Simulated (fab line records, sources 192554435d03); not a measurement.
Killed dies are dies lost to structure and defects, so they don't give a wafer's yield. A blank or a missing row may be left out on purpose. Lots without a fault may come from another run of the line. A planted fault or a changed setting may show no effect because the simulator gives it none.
Problem report in the 8D (eight disciplines) form, filled by code | flow n5_finfet | the parts of the form that need people (team, actions taken, sign-off) are left out

1. THE PROBLEM
raw_defect_count at N5_MOL_CONTACT_COAG_INSPECT_42 reads a mean of 710 on 2 wafers of 2 lots; wafers without a fault read 226 with a standard deviation of 53. That is +9.1 standard deviations from the usual mean.
The step: inspects for defects (brightfield).
First seen on wafer L549.4, day 10 05:31, on defect_inspect-02. The record holds 26 wafers of 9 lots with a number at this step. Rule for "out", or "out of limits": more than 4 standard deviations from the usual mean. The other wafers with a number count as sound.

2. WHAT IT IS AND WHAT IT IS NOT
question                    | is                                   | is not
which readings at this step | raw_defect_count                     | -
which lots                  | L549, L550                           | L533, L537, L538, L539, L540, L552, L553
which wafers of those lots  | L549.4, L550.6                       | L549.3, L549.6, L550.1, L550.5
read on which gauges        | defect_inspect-01, defect_inspect-02 | -
when                        | from day 10 05:31                    | up to then (17 sound wafers); but 7 sound wafers of L550, L552, L553 came after

3. SUSPECTS, AND WHAT RULES EACH OUT
Counting: a tool at a process step up to the reading stays a suspect if it ran every lot that is out. Sound lots after the first of them don't rule it out here, since some wafers of a struck lot are sound.
- the gauge at N5_MOL_CONTACT_COAG_INSPECT_42: ruled out. The wafers that are out were read on 2 gauges (defect_inspect-01, defect_inspect-02).
- rie_diel-06 at N5_MOL_CONTACT_COAG_ETCH_47 (etches SiNx in CH3F/O2, stops on W, target depth 27 nm): kept. It ran every lot that is out, first L549 (day 10 04:47); its last sound lot up to then is L540 (day 7 18:14).
- wet_bench-02 at N5_MOL_CONTACT_COAG_PRECLEAN_144 (cleans in alkaline clean, time 60 s): kept. It ran every lot that is out, first L549 (day 10 05:03); its last sound lot up to then is L540 (day 7 18:25).
- Within rie_diel-06 at N5_MOL_CONTACT_COAG_ETCH_47: the wafers that are out ran in chamber 1; their sound lot-mates ran in chamber 2.
- Within wet_bench-02 at N5_MOL_CONTACT_COAG_PRECLEAN_144: the wafers that are out ran in chamber 7; their sound lot-mates ran in chambers 2, 3, 4, 6.
Left after counting: rie_diel-06 at N5_MOL_CONTACT_COAG_ETCH_47, wet_bench-02 at N5_MOL_CONTACT_COAG_PRECLEAN_144.

4. THE CAUSE (what the simulator had put in)
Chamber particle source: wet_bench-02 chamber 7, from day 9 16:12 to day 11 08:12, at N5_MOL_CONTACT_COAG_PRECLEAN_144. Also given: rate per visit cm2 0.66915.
Counting left 2 suspects, and this tool is among them.

5. THE CHAIN OF EFFECTS, in route order
Each row: a reading whose mean over the struck wafers that have a number lies more than 3 standard deviations from the usual. Only readings for which the record gives a usual standard deviation are gone through. hours: the time from each lot's start at the first step in this table that gives one to its start at this step, as a median over the lots. sigmas: the change in usual standard deviations.
hours | step                           | reading              | usual  | on struck wafers | change | sigmas
0     | N5_MOL_CONTACT_COAG_INSPECT_42 | raw_defect_count     | 226    | 710              | +484   | +9.1
176   | N5_PASSIVATION_PROBE_49        | defect_limited_yield | 91.4 % | 82.4             | -9.0   | -6.0
176   | N5_PASSIVATION_PROBE_49        | killed_at_contacts   | 12     | 125              | +113   | +19
176   | N5_PASSIVATION_PROBE_49        | killed_dies          | 101    | 208              | +107   | +5.9
176   | N5_PASSIVATION_PROBE_49        | sort_bin_5_function  | 5.0 %  | 11.2             | +6.2   | +6.3
176   | N5_PASSIVATION_PROBE_49        | sort_n_pass          | 1079   | 972              | -107   | -5.9
176   | N5_PASSIVATION_PROBE_49        | sort_yield_pct       | 91.4 % | 82.4             | -9.0   | -6.0
The process steps in it:
- N5_PASSIVATION_PROBE_49
Later measuring or inspecting steps at which every struck wafer that the step has a row for has a number for every such reading, and none has moved that far: N5_BEOL_M4_RC_MEAS_101.

6. WHAT WOULD HAVE CAUGHT IT SOONER
In this record the first reading out of limits at a measuring or inspecting step was taken at day 10 05:31, 13 hours after the fault began at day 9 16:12.
Of the tool readings at N5_MOL_CONTACT_COAG_PRECLEAN_144 for which the record gives a usual standard deviation, none was out on any struck wafer, so an alarm limit of 4 standard deviations on them would not have fired.
Of the lots that are out (2), L550 began N5_MOL_CONTACT_COAG_PRECLEAN_144 on wet_bench-02 after day 10 05:31. A hold on the tool at that time would have spared it.
